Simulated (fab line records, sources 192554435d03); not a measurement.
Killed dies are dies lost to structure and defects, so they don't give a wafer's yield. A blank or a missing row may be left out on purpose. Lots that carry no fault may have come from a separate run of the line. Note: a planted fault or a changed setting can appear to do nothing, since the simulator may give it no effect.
Matching of chambers || flow n5 finfet || 4 sister chambers for N5_HKMG_FIN_STRIP_93 on rie diel-06
The step strips SOC in N2/H2, time 20 s. 14 wafers are shown with their chamber, then 7 later ones without.

== WAFERS, EACH WITH ITS CHAMBER ==
{"wafer": "L080.2", "chamber": 0, "showerhead plenum p Torr (Torr)": 3.38, "drypump motor current A (A)": 5.3, "throttle valve pct (%)": 19.39}
{"wafer": "L080.4", "chamber": 1, "showerhead plenum p Torr (Torr)": 3.20, "drypump motor current A (A)": 6.2, "throttle valve pct (%)": 19.47}
{"wafer": "L080.5", "chamber": 0, "showerhead plenum p Torr (Torr)": 3.38, "drypump motor current A (A)": 5.3, "throttle valve pct (%)": 19.39}
{"wafer": "L083.4", "chamber": 1, "showerhead plenum p Torr (Torr)": 3.19, "drypump motor current A (A)": 6.2, "throttle valve pct (%)": 19.48}
{"wafer": "L083.5", "chamber": 1, "showerhead plenum p Torr (Torr)": 3.19, "drypump motor current A (A)": 6.2, "throttle valve pct (%)": 19.48}
{"wafer": "L083.6", "chamber": 0, "showerhead plenum p Torr (Torr)": 3.38, "drypump motor current A (A)": 5.4, "throttle valve pct (%)": 19.39}
{"wafer": "L089.4", "chamber": 2, "showerhead plenum p Torr (Torr)": 3.55, "drypump motor current A (A)": 5.3, "throttle valve pct (%)": 18.90}
{"wafer": "L089.5", "chamber": 1, "showerhead plenum p Torr (Torr)": 3.19, "drypump motor current A (A)": 6.2, "throttle valve pct (%)": 19.50}
{"wafer": "L089.6", "chamber": 3, "showerhead plenum p Torr (Torr)": 3.43, "drypump motor current A (A)": 5.1, "throttle valve pct (%)": 19.10}
{"wafer": "L090.1", "chamber": 1, "showerhead plenum p Torr (Torr)": 3.19, "drypump motor current A (A)": 6.1, "throttle valve pct (%)": 19.49}
{"wafer": "L090.2", "chamber": 2, "showerhead plenum p Torr (Torr)": 3.55, "drypump motor current A (A)": 5.3, "throttle valve pct (%)": 18.90}
{"wafer": "L090.3", "chamber": 0, "showerhead plenum p Torr (Torr)": 3.38, "drypump motor current A (A)": 5.3, "throttle valve pct (%)": 19.38}
{"wafer": "L094.2", "chamber": 3, "showerhead plenum p Torr (Torr)": 3.43, "drypump motor current A (A)": 5.2, "throttle valve pct (%)": 18.72}
{"wafer": "L094.3", "chamber": 1, "showerhead plenum p Torr (Torr)": 3.18, "drypump motor current A (A)": 6.2, "throttle valve pct (%)": 19.51}

SIGNATURES (means of the wafers above)
{"reading": "showerhead plenum p Torr", "chamber 0": 3.3800, "chamber 1": 3.1900, "chamber 2": 3.5500, "chamber 3": 3.4300, "scatter within a chamber": 0.00447}
{"reading": "drypump motor current A", "chamber 0": 5.325, "chamber 1": 6.183, "chamber 2": 5.300, "chamber 3": 5.150, "scatter within a chamber": 0.0456}
{"reading": "throttle valve pct", "chamber 0": 19.3875, "chamber 1": 19.4883, "chamber 2": 18.9000, "chamber 3": 18.9100, "scatter within a chamber": 0.0856}
Rule: for each reading, subtract the chamber's mean from the wafer's reading, divide by that reading's scatter and square the result; add these up over the readings and take the root, which gives the wafer's distance from the chamber. The wafer belongs to the nearest chamber; if the next one is less than 2 further off, it can't be placed. The scatter: the root of (the sum of the squares of (reading less its chamber's mean) over the shown wafers, divided by (wafers less chambers)).

== WAFERS WITH NO CHAMBER GIVEN ==
{"wafer": "L094.6", "showerhead plenum p Torr (Torr)": 3.37, "drypump motor current A (A)": 5.4, "throttle valve pct (%)": 19.40}
{"wafer": "L095.2", "showerhead plenum p Torr (Torr)": 3.37, "drypump motor current A (A)": 5.3, "throttle valve pct (%)": 19.42}
{"wafer": "L095.4", "showerhead plenum p Torr (Torr)": 3.54, "drypump motor current A (A)": 5.3, "throttle valve pct (%)": 18.90}
{"wafer": "L095.5", "showerhead plenum p Torr (Torr)": 3.18, "drypump motor current A (A)": 6.2, "throttle valve pct (%)": 19.52}
{"wafer": "L097.2", "showerhead plenum p Torr (Torr)": 3.54, "drypump motor current A (A)": 5.3, "throttle valve pct (%)": 18.91}
{"wafer": "L097.3", "showerhead plenum p Torr (Torr)": 3.42, "drypump motor current A (A)": 5.1, "throttle valve pct (%)": 18.73}
{"wafer": "L097.5", "showerhead plenum p Torr (Torr)": 3.54, "drypump motor current A (A)": 5.3, "throttle valve pct (%)": 18.90}

== WHICH CHAMBER EACH WENT THROUGH ==
{"wafer": "L094.6", "from the rows above": 0, "in truth": 0}
{"wafer": "L095.2", "from the rows above": 0, "in truth": 0}
{"wafer": "L095.4", "from the rows above": 2, "in truth": 2}
{"wafer": "L095.5", "from the rows above": 1, "in truth": 1}
{"wafer": "L097.2", "from the rows above": 2, "in truth": 2}
{"wafer": "L097.3", "from the rows above": 3, "in truth": 3}
{"wafer": "L097.5", "from the rows above": 2, "in truth": 2}
Correct placement for 7 of the 7. Number that these rows cannot place: 0. Number placed wrongly: 0.
